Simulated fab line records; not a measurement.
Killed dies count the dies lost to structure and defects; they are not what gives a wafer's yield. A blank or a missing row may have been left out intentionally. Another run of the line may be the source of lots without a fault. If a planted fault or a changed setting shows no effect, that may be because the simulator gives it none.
fab line records -- flow n5-finfet -- part 2 of 2: steps 5 to 6 of 6
record lots=24, wafers=72, last-day=19
route steps=1938 shown BEOL_M8@1347 BEOL_M9@1402
lots with no fault: from the same line, run without faults
start-h: start of the lot's first displayed wafer, in hours after the record's first day -- wait-h: hours elapsed since this lot's preceding step -- " identical to the entry in the row above -- L1.1+2: a row that stands for several wafers -- - no value present, or no start provided -- * or withheld: withheld -- < > ~ a bound
route shown NAME@n: NAME is a module with steps in the file, n the number in the route of the first one -- usual: mean/standard deviation taken from wafers without a fault -- same: alike in all rows -- chamber/n: place in a boat -- sites: each site's reading -- _std_site: the standard deviation of these -- _edge_site: mean of outer sites minus mean of inner sites -- radius-mm: how far each site lies from the wafer's centre -- mask NAME#n: copy n -- behind: tool/chamber where the wafer was last shaped -- hold: what put the lot on hold/how long, in hours/how the hold closed -- device: which transistor (n, p or np) failed to switch -- end of line: at the end of the route, the tests of the same wafers -- a step given without rows: its recipe and nothing more -- killed: dies lost to structure and defects at the first sort, not the wafer's yield -- map: a wafer's dies, x killed, . not, _ none there
set.NAME: the setting that was run; set.NAME@STEP: the one run at that earlier step -- model.NAME: the simulator's own value behind a step, which no gauge read
a sample of lots followed through the steps of the route, with each step as a table and each wafer as a row
services: from which hour (start-h, from the record's first day; less than 0 if before it) a tool's chamber was out of use, for how many hours, and why
## steps
# step N5_BEOL_M9_CURE_71
# recipe temp-c=385, time-s=240, ambient=He/Ar, material=SiCOH_lowk
# usual lamp-power-pct=52.32/0.049, wafer_temp_C_max=386.8/0.64
lot.wafer,tool,chamber,start-h,wait-h,lamp-power-pct,wafer_temp_C_max
L076.2,uv-cure-02,1,241.00,0.2,52.37,386.8
L076.3,uv-cure-02,1,241.00,0.2,52.33,386.8
L076.6,uv-cure-02,1,241.00,0.2,52.29,387.0
L074.1,uv-cure-02,0,244.13,0.0,52.26,387.9
L074.3,uv-cure-02,0,244.13,0.0,52.27,386.7
L074.5,uv-cure-02,0,244.13,0.0,52.30,386.7
L075.1,uv-cure-03,0,249.36,0.0,52.38,386.3
L075.4,uv-cure-03,0,249.36,0.0,52.41,385.9
L075.6,uv-cure-03,0,249.36,0.0,52.31,386.2
L077.2,uv-cure-03,0,251.34,0.1,52.26,386.5
L077.3,uv-cure-03,0,251.34,0.1,52.32,385.9
L077.4,uv-cure-03,0,251.34,0.1,52.34,386.4
L078.1,uv-cure-02,0,269.13,0.0,52.19,387.7
L078.3,uv-cure-02,0,269.13,0.0,52.30,387.3
L078.6,uv-cure-02,0,269.13,0.0,52.35,386.9
L079.2,uv-cure-02,1,274.45,0.1,52.29,387.5
L079.3,uv-cure-02,1,274.45,0.1,52.24,387.4
L079.5,uv-cure-02,1,274.45,0.1,52.31,387.4
L080.1,uv-cure-01,0,274.85,0.2,52.38,386.7
L080.3,uv-cure-01,0,274.85,0.2,52.32,386.6
L080.4,uv-cure-01,0,274.85,0.2,52.26,386.6
L081.1,uv-cure-02,1,275.40,0.0,52.41,387.1
L081.4,uv-cure-02,1,275.40,0.0,52.24,387.8
L081.6,uv-cure-02,1,275.40,0.0,52.26,387.8
L082.1,uv-cure-02,2,281.84,0.0,52.37,386.7
L082.3,uv-cure-02,2,281.84,0.0,52.34,386.6
L082.6,uv-cure-02,2,281.84,0.0,52.40,387.3
L083.1,uv-cure-03,2,300.14,0.0,52.29,386.6
L083.2,uv-cure-03,2,300.14,0.0,52.25,387.7
L083.3,uv-cure-03,2,300.14,0.0,52.34,387.5
L084.3,uv-cure-01,1,303.05,0.4,52.31,387.8
L084.4,uv-cure-01,1,303.05,0.4,52.26,387.2
L084.6,uv-cure-01,1,303.05,0.4,52.29,387.0
L086.1,uv-cure-02,2,314.46,0.0,52.28,387.1
L086.4,uv-cure-02,2,314.46,0.0,52.25,386.6
L086.5,uv-cure-02,2,314.46,0.0,52.31,387.4
L085.3,uv-cure-03,2,315.47,0.2,52.31,387.4
L085.5,uv-cure-03,2,315.47,0.2,52.42,386.9
L085.6,uv-cure-03,2,315.47,0.2,52.38,387.2
L087.1,uv-cure-02,1,316.21,0.0,52.27,387.3
L087.4,uv-cure-02,1,316.21,0.0,52.29,388.0
L087.5,uv-cure-02,1,316.21,0.0,52.34,388.1
L091.1,uv-cure-03,2,342.51,0.1,52.35,387.1
L091.4,uv-cure-03,2,342.51,0.1,52.34,387.3
L091.6,uv-cure-03,2,342.51,0.1,52.40,387.4
L089.2,uv-cure-02,0,343.02,0.1,52.35,387.3
L089.3,uv-cure-02,0,343.02,0.1,52.30,387.7
L089.5,uv-cure-02,0,343.02,0.1,52.29,387.9
L090.1,uv-cure-01,2,343.37,0.1,52.30,386.6
L090.3,uv-cure-01,2,343.37,0.1,52.36,385.7
L090.6,uv-cure-01,2,343.37,0.1,52.28,386.1
L088.3,uv-cure-01,2,347.07,0.2,52.29,386.1
L088.5,uv-cure-01,2,347.07,0.2,52.35,386.0
L088.6,uv-cure-01,2,347.07,0.2,52.29,386.1
L092.2,uv-cure-01,2,348.45,0.1,52.37,386.0
L092.3,uv-cure-01,2,348.45,0.1,52.38,386.2
L092.6,uv-cure-01,2,348.45,0.1,52.35,386.2
L094.3,uv-cure-02,1,358.46,0.2,52.31,386.8
L094.5,uv-cure-02,1,358.46,0.2,52.24,386.9
L094.6,uv-cure-02,1,358.46,0.2,52.28,387.2
L093.1,uv-cure-03,1,358.88,0.1,52.31,386.9
L093.3,uv-cure-03,1,358.88,0.1,52.26,387.1
L093.5,uv-cure-03,1,358.88,0.1,52.31,386.3
L095.2,uv-cure-01,0,371.77,0.1,52.29,386.7
L095.4,uv-cure-01,0,371.77,0.1,52.29,386.9
L095.5,uv-cure-01,0,371.77,0.1,52.34,386.2
L096.3,uv-cure-01,2,377.37,0.2,52.19,386.0
L096.4,uv-cure-01,2,377.37,0.2,52.33,386.1
L096.5,uv-cure-01,2,377.37,0.2,52.25,386.4
L097.1,uv-cure-01,2,378.38,0.0,52.32,385.8
L097.3,uv-cure-01,2,378.38,0.0,52.31,385.7
L097.4,uv-cure-01,2,378.38,0.0,52.35,386.1
# step N5_BEOL_M9_ETCH_62
# recipe chemistry=N2/H2, target=SOC, target-depth-a=1100, overetch-a=220, mask-material=SiARC, temp-c=40, time-s=165, ion-energy-ev=200, pressure-mtorr=30, source-w=840, bias-w=150, n2-flow-sccm=200, h2-flow-sccm=200
# usual drypump-motor-current-A=5.9/0.37, oes-product-au=0.69/0.068, rf-vpp-V=524.9/2.3, showerhead-plenum-p-Torr=2.58/0.078, throttle-valve-pct=17.84/0.23
lot.wafer,tool,chamber,start-h,wait-h,drypump-motor-current-A,oes-product-au,rf-hours-counter-h,rf-vpp-V,showerhead-plenum-p-Torr,throttle-valve-pct
L076.2,rie-diel-02,1,246.55,0.0,5.7,0.76,24,526.4,2.59,17.59
L076.3,rie-diel-02,0,246.55,0.0,5.5,0.62,185,526.1,2.63,18.27
L076.6,rie-diel-02,1,246.55,0.0,5.7,0.75,-,525.4,2.59,17.59
L074.1,rie-diel-05,2,247.31,0.0,5.0,0.62,193,519.3,2.41,17.64
L074.3,rie-diel-05,1,247.31,0.0,6.0,0.63,156,523.9,2.53,17.76
L074.5,rie-diel-05,2,247.31,0.0,5.0,0.62,-,519.7,2.41,17.64
L075.1,rie-diel-05,0,252.34,0.0,6.1,0.58,232,524.6,2.61,18.05
L075.4,rie-diel-05,1,252.34,0.0,6.0,0.63,-,523.4,2.53,17.75
L075.6,rie-diel-05,2,252.34,0.0,5.0,0.62,-,520.2,2.41,17.65
L077.2,rie-diel-01,0,253.07,0.0,6.3,0.70,77,524.6,2.59,18.14
L077.3,rie-diel-01,2,253.07,0.0,5.8,0.79,23,529.2,2.69,17.52
L077.4,rie-diel-01,0,253.07,0.0,6.3,0.70,-,524.5,2.59,18.11
L078.1,rie-diel-01,3,271.55,0.0,5.8,0.70,84,523.4,2.56,17.77
L078.3,rie-diel-01,2,271.55,0.0,5.8,0.78,29,527.6,2.68,17.51
L078.6,rie-diel-01,0,271.55,0.0,6.4,0.69,-,524.9,2.59,18.14
L079.2,rie-diel-02,2,276.47,0.0,6.2,0.57,241,523.4,2.52,17.86
L079.3,rie-diel-02,1,276.47,0.0,5.7,0.74,33,525.6,2.59,17.59
L079.5,rie-diel-02,2,276.47,0.0,6.2,0.57,-,522.6,2.52,17.86
L080.1,rie-diel-05,2,276.83,0.0,5.0,0.61,204,519.9,2.40,17.65
L080.3,rie-diel-05,1,276.83,0.0,6.0,0.63,167,523.1,2.52,17.78
L080.4,rie-diel-05,0,276.83,0.0,6.1,0.58,242,525.3,2.61,18.08
L081.1,rie-diel-01,0,277.30,0.0,6.3,0.69,86,523.9,2.59,18.15
L081.4,rie-diel-01,3,277.30,0.0,5.9,0.70,86,525.2,2.56,17.78
L081.6,rie-diel-01,3,277.30,0.0,5.8,0.70,-,526.4,2.56,17.78
L082.1,rie-diel-02,2,284.20,0.0,6.2,0.57,243,520.7,2.51,17.86
L082.3,rie-diel-02,3,284.20,0.0,6.2,0.72,58,527.5,2.69,17.80
L082.6,rie-diel-02,0,284.20,0.0,5.5,0.62,-,526.2,2.63,18.28
L083.1,rie-diel-05,2,303.14,0.0,5.1,0.61,211,521.0,2.40,17.67
L083.2,rie-diel-05,3,303.14,0.0,5.8,0.78,12,525.3,2.59,17.63
L083.3,rie-diel-05,0,303.14,0.0,6.1,0.57,249,524.6,2.60,18.09
L084.3,rie-diel-01,1,306.11,0.0,5.8,0.75,28,524.6,2.61,17.88
L084.4,rie-diel-01,3,306.11,0.0,5.8,0.69,95,523.9,2.55,17.81
L084.6,rie-diel-01,0,306.11,0.0,6.4,0.68,-,522.3,2.58,18.15
L086.1,rie-diel-02,3,318.13,0.0,6.2,0.71,68,530.0,2.69,17.82
L086.4,rie-diel-02,0,318.13,0.0,5.5,0.62,-,528.6,2.62,18.29
L086.5,rie-diel-02,3,318.13,0.0,6.3,0.71,-,528.1,2.69,17.82
L085.3,rie-diel-05,1,318.38,0.0,6.0,0.62,179,524.6,2.52,17.79
L085.5,rie-diel-05,2,318.38,0.0,5.1,0.60,-,519.4,2.40,17.67
L085.6,rie-diel-05,3,318.38,0.0,5.8,0.78,-,526.0,2.59,17.64
L087.1,rie-diel-02,0,318.38,0.0,5.5,0.61,204,526.5,2.62,18.29
L087.4,rie-diel-02,3,318.38,0.0,6.3,0.71,-,527.9,2.69,17.84
L087.5,rie-diel-02,0,318.38,0.0,5.4,0.61,-,526.6,2.62,18.29
L091.1,rie-diel-02,1,346.17,0.0,5.7,0.72,54,523.9,2.58,17.65
L091.4,rie-diel-02,0,346.17,0.0,5.5,0.61,213,525.4,2.62,18.31
L091.6,rie-diel-02,0,346.17,0.0,5.5,0.61,-,526.4,2.62,18.30
L089.2,rie-diel-01,0,346.45,0.0,6.3,0.67,105,525.4,2.58,18.18
L089.3,rie-diel-01,3,346.45,0.0,5.8,0.68,106,525.2,2.55,17.81
L089.5,rie-diel-01,0,346.45,0.0,6.3,0.68,-,525.9,2.58,18.15
L090.1,rie-diel-01,1,346.74,0.0,5.8,0.74,39,526.8,2.60,17.90
L090.3,rie-diel-01,3,346.74,0.0,5.8,0.69,107,524.4,2.55,17.82
L090.6,rie-diel-01,0,346.74,0.0,6.3,0.68,-,524.7,2.58,18.15
L088.3,rie-diel-01,1,351.42,0.0,5.8,0.73,40,525.0,2.60,17.89
L088.5,rie-diel-01,1,351.42,0.0,5.8,0.73,-,524.6,2.60,17.90
L088.6,rie-diel-01,0,351.42,0.0,6.3,0.67,-,523.3,2.58,18.19
L092.2,rie-diel-05,2,351.92,0.0,5.1,0.59,229,520.7,2.39,17.69
L092.3,rie-diel-05,0,351.92,0.0,6.1,0.82,7,525.5,2.60,17.71
L092.6,rie-diel-05,2,351.92,0.0,5.0,0.60,-,521.7,2.39,17.68
L094.3,rie-diel-02,3,361.50,0.0,6.3,0.70,82,525.8,2.68,17.83
L094.5,rie-diel-02,2,361.50,0.0,6.2,0.79,-,523.3,2.51,17.48
L094.6,rie-diel-02,3,361.50,0.0,6.2,0.70,-,528.3,2.68,17.84
L093.1,rie-diel-01,2,361.76,0.0,5.8,0.75,55,527.7,2.67,17.55
L093.3,rie-diel-01,0,361.76,0.0,6.4,0.68,109,524.4,2.58,18.18
L093.5,rie-diel-01,2,361.76,0.0,5.9,0.74,-,529.0,2.67,17.56
L095.2,rie-diel-05,3,372.99,0.0,5.8,0.75,36,525.5,2.58,17.68
L095.4,rie-diel-05,2,372.99,0.0,5.0,0.59,235,520.0,2.39,17.72
L095.5,rie-diel-05,2,372.99,0.0,5.0,0.59,-,519.8,2.39,17.72
L096.3,rie-diel-01,2,380.33,0.0,5.8,0.74,63,526.7,2.67,17.57
L096.4,rie-diel-01,0,380.33,0.0,6.3,0.67,-,525.0,2.58,18.20
L096.5,rie-diel-01,2,380.33,0.0,5.8,0.74,-,527.2,2.67,17.58
L097.1,rie-diel-05,2,380.49,0.0,5.1,0.59,237,519.4,2.39,17.69
L097.3,rie-diel-05,1,380.49,0.0,6.0,0.61,199,523.9,2.51,17.82
L097.4,rie-diel-05,0,380.49,0.0,6.1,0.80,16,526.6,2.60,17.74
## services
tool,chamber,start-h,hours,kind
rie-diel-06,2,215.81,-,clean
rie-diel-06,2,215.81,-,consumable-replace:focus-ring
rie-diel-05,0,227.75,9.5,repair
ald-metal-02,3,232.45,10.4,repair
rie-diel-01,3,252.29,4.1,repair
uv-cure-01,-,259.51,2.1,pm
rie-diel-02,-,263.90,1.7,repair
rie-diel-03,1,265.87,8.3,repair
uv-cure-03,-,272.28,3.4,pm
ald-metal-02,1,280.75,5.6,repair
uv-cure-02,-,286.38,1.0,pm
uv-cure-03,-,304.09,6.0,pm
rie-diel-01,0,309.55,5.6,repair
uv-cure-03,-,311.70,3.2,repair
rie-diel-03,0,314.36,19.1,repair
rie-diel-03,1,319.35,9.5,repair
rie-diel-01,-,320.61,2.8,pm
rie-diel-06,0,335.30,4.4,repair
ald-metal-01,-,337.25,14.0,pm
rie-diel-03,3,338.59,11.0,repair
rie-diel-04,2,358.26,6.6,repair
rie-diel-01,3,370.74,13.1,repair
rie-diel-06,2,379.85,11.7,repair
rie-diel-03,2,380.00,12.7,repair
